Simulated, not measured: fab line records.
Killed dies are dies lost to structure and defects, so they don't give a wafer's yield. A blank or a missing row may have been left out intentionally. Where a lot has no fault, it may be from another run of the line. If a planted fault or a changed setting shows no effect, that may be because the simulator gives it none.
A lot that was struck, set against a sound lot | flow n5Finfet | 15 out of 1938 route steps
Sound: these wafers, L797.2, L797.3, L797.6. Struck: wafers L805.1, L805.5. The cause is given at the end.
At each step with rows: each side's tool, then ch and its chambers, then its first start. Under that, the readings that differ: sound wafers | struck wafers | difference of the means | sigmas: that difference in standard deviations of wafers without a fault.
alike: same words and numbers on both sides, and readings whose means sit less than 2 such deviations apart. not compared: any withheld reading, any reading some wafer has no value for, any bound like >300 that may hide the same value, and any number with overlapping values for which the record gives no deviation.
The two part at a step that has a row with sigmas, a row that says differs or no value, or rows on one side only. Numbers that don't overlap but have no deviation are shown without sigmas and don't part them. Lack of a reading on every wafer of one side parts them only where that side has two or more wafers.

first, 8 steps without rows for these wafers: N5_BEOL_M5_COAT_60 (time 60 s, resist thk 12 nm); N5_BEOL_M5_COAT_71 (time 60 s, resist thk 5 nm); N5_BEOL_M5_COAT_05 (resist thk 30 nm); N5_BEOL_M5_EBR_07; N5_BEOL_M5_SOFTBAKE_06 (time 60 s); N5_BEOL_M5_EXPOSE_08 (exposes mask M5, target cd 28 nm); N5_BEOL_M5_PEB_09 (peb time 60 s); N5_BEOL_M5_DEVELOP_10 (develop time 30 s).
N5_BEOL_M5_CD_MEAS_11 targets a cd of 27.74 nm.
  sound on cdSem-03 ch 0, day 12 05:32; struck on cdSem-02 ch 0, day 14 01:24
  alike: cdNm
N5_BEOL_M5_OVL_MEAS_12:
  sound on overlay-02 ch 0, day 12 05:34; struck on overlay-01 ch 0, day 14 01:26
  alike: M5_OVL
N5_BEOL_M5_INSPECT_13: inspects for defects (brightfield).
  sound on defectInspect-01 at day 12 05:38; struck on defectInspect-02 at day 14 01:29
  alike: rawDefectCount
N5_BEOL_M5_DESCUM_16: chemistry O2, time 7 s.
  sound on rieDiel-01 ch 0,2, day 12 05:40; struck on rieDiel-01 ch 3, day 14 01:31
  alike: biasPowerW, drypumpMotorCurrentA, oesProductAu, rfVppV, showerheadPlenumPTorr, throttleValvePct
  not compared: rfHoursCounterH
N5_BEOL_M5_ETCH_72: etches underlayer in N2/H2, target depth 6.5 nm, time 5.2 s.
  sound on rieDiel-01 ch 0,2, day 12 05:41; struck on rieDiel-01 ch 3, day 14 01:33
reading             | sound             | struck      | difference | sigmas
biasW (W)           | 150.1 150.3 150.0 | 193.3 192.2 | +42.6      | +97
etchRfOnTimeS (s)   | 5.21 5.21 5.25    | 4.43 4.44   | -0.79      | -9
oesProductAu (a.u.) | 0.63 0.68 0.63    | 0.80 0.78   | +0.14      | +2
rfVppV (V)          | 518.7 524.9 519.7 | 610.8 615.0 | +91.8      | +37
  alike: drypumpMotorCurrentA, showerheadPlenumPTorr, throttleValvePct
  not compared: rfHoursCounterH
N5_BEOL_M5_ETCH_61: etches SiARC in CF4, target depth 15.6 nm, time 26 s.
  sound on rieDiel-01 ch 0,2, day 12 05:43; struck on rieDiel-01 ch 3, day 14 01:34
  alike: biasW, drypumpMotorCurrentA, etchRfOnTimeS, oesProductAu, rfVppV, showerheadPlenumPTorr, throttleValvePct
  not compared: rfHoursCounterH
-- the record jumps here: 4 days lie between the struck wafers' starts before and after (it left off in module BEOL_M5 and takes up again in module PASSIVATION, whose first step shown is number 1936 of the route) --
N5_PASSIVATION_PROBE_49:
  rows exist in the record for the struck wafers here (prober-02, day 18 10:46), but not for the sound ones

WHERE THEY PART
Last at N5_PASSIVATION_PROBE_49 as far as this record goes, first at N5_BEOL_M5_ETCH_72.

WHY: what had been put in by the simulator
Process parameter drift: rieDiel-01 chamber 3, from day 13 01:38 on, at N5_BEOL_M5_ETCH_72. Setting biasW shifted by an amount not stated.
